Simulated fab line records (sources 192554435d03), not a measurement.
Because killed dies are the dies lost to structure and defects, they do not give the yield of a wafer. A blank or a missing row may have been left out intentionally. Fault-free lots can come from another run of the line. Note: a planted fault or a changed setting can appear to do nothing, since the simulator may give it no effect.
Struck lot and sound lot, side by side -- flow n5 finfet -- 18 steps out of a route of 1938
Sound: wafers L478.2, L478.3, L478.5. Struck: wafers L485.5, L485.6. At the end, the cause is stated.
For every step that has rows: the tool of each side, followed by ch and its chambers, followed by its first start. Under that, the readings that differ: sound wafers -- struck wafers -- difference of the means -- sigmas: that difference in standard deviations of wafers without a fault.
alike: words and numbers the same on both sides, and readings whose means are apart by under 2 such deviations; not compared: readings that were withheld, readings missing a value for some wafer, numbers with overlapping values and no deviation given by the record, and bounds like >300 which may hide the same value.
A row with sigmas, a row that says differs or no value, or rows on one side alone: a step with any of these is where the two part. Non-overlapping numbers with no deviation appear without sigmas and do not part them. A reading that every wafer of one side lacks parts them only if that side has two wafers or more.

N5_MIM_TOP_LITHO_CD_MEAS_08: the cd target is 2000 nm.
  sound on cd sem-02 ch 0, day 12 06:29; struck on cd sem-01 ch 0, day 14 16:07
  alike: cd nm
N5_MIM_TOP_LITHO_OVL_MEAS_11:
  sound on overlay-02 ch 0, day 12 06:31; struck on overlay-02 ch 0, day 14 16:08
  alike: MIM_TOP_OVL
N5_MIM_TOP_LITHO_INSPECT_12: inspects for defects (macro).
  struck on defect inspect-02, day 14 16:15; sound on defect inspect-02, day 12 06:32
  alike: raw defect count
N5_MIM_TOP_LITHO_DESCUM_10: chemistry O2, time 7.9 s.
  sound on rie diel-06 ch 0,3, day 12 06:35; struck on rie diel-06 ch 2,3, day 14 16:29
  alike: drypump motor current A, oes product au, rf vpp V, showerhead plenum p Torr, temp c, throttle valve pct
  not compared: rf hours counter h
N5_MIM_TOP_ETCH_ETCH_00: etches TiN in Cl2/BCl3, target depth 38.5 nm.
  sound on rie metal-01 ch 0,1, day 12 06:40; struck on rie metal-03 ch 0,1, day 14 16:38
  alike: drypump motor current A, mfc ar sccm, oes product au, throttle valve pct
  not compared: rf hours counter h
N5_MIM_TOP_ETCH_STRIP_01: strips in O2.
  sound on rie diel-05 ch 0,2,3, day 12 06:52; struck on rie diel-05 ch 2,3, day 14 16:45
  alike: drypump motor current A, oes product au, rf vpp V, showerhead plenum p Torr, temp c, throttle valve pct
  not compared: rf hours counter h
N5_MIM_TOP_ETCH_PECVD_03: deposits SiNx from SiH4/NH3/N2, target thk 20 nm, time 17.6 s.
  sound on pecvd-02 ch 1,2, day 12 06:56; struck on pecvd-04 ch 1,2, day 14 16:49
  alike: heater power w, showerhead plenum p Torr, throttle valve pct
then, 5 steps without rows for these wafers: N5_MIM_BOT_LITHO_HMDS_01 (time 60 s); N5_MIM_BOT_LITHO_COAT_02; N5_MIM_BOT_LITHO_EBR_04; N5_MIM_BOT_LITHO_SOFTBAKE_03 (time 90 s); N5_MIM_BOT_LITHO_EXPOSE_05 (exposes mask MIM BOT).
N5_MIM_BOT_LITHO_PEB_06:
  sound on litho track-03 ch 0, day 12 07:10; struck on litho track-03 ch 0, day 14 17:10
  not compared: resist line temp C
then, 2 steps without rows for these wafers: N5_MIM_BOT_LITHO_DEVELOP_07 (develop time 60 s); N5_MIM_BOT_LITHO_HARDBAKE_09 (time 120 s).
N5_MIM_BOT_LITHO_CD_MEAS_08: the cd target is 3000 nm.
  sound on cd sem-03 ch 0, day 12 07:17; struck on cd sem-02 ch 0, day 14 17:17
reading,sound,struck,difference,sigmas
cd nm (nm),2996.8 2995.8 2999.8,2991.2 2989.1,-7.3,-3
N5_MIM_BOT_LITHO_OVL_MEAS_11:
  sound on overlay-02 ch 0, day 12 07:19; struck on overlay-01 ch 0, day 14 17:19
  alike: MIM_BOT_OVL
N5_PASSIVATION_PROBE_49:
  struck on prober-02, day 15 03:14; sound on prober-01, day 12 16:58
reading,sound,struck,difference,sigmas
killed_at_M0_to_M3,50 54 32,22 25,-22,-2
killed at contacts,17 25 26,9 6,-15,-2
sort_bin_5_function (%),6.3 7.2 6.0,5.3 4.1,-1.8,-2
  alike: defect limited yield, killed_at_M4_up, killed at front end, killed at other, killed dies, killed on rim, killed open, killed short, sort_bin_4_leakage, sort_bin_6_memory, sort_bin_8_speed, sort n pass, sort yield pct

== WHERE THEY PART ==
At N5_MIM_BOT_LITHO_CD_MEAS_08 first; at N5_PASSIVATION_PROBE_49 last (within this record only).

WHY: whatever the simulator had introduced
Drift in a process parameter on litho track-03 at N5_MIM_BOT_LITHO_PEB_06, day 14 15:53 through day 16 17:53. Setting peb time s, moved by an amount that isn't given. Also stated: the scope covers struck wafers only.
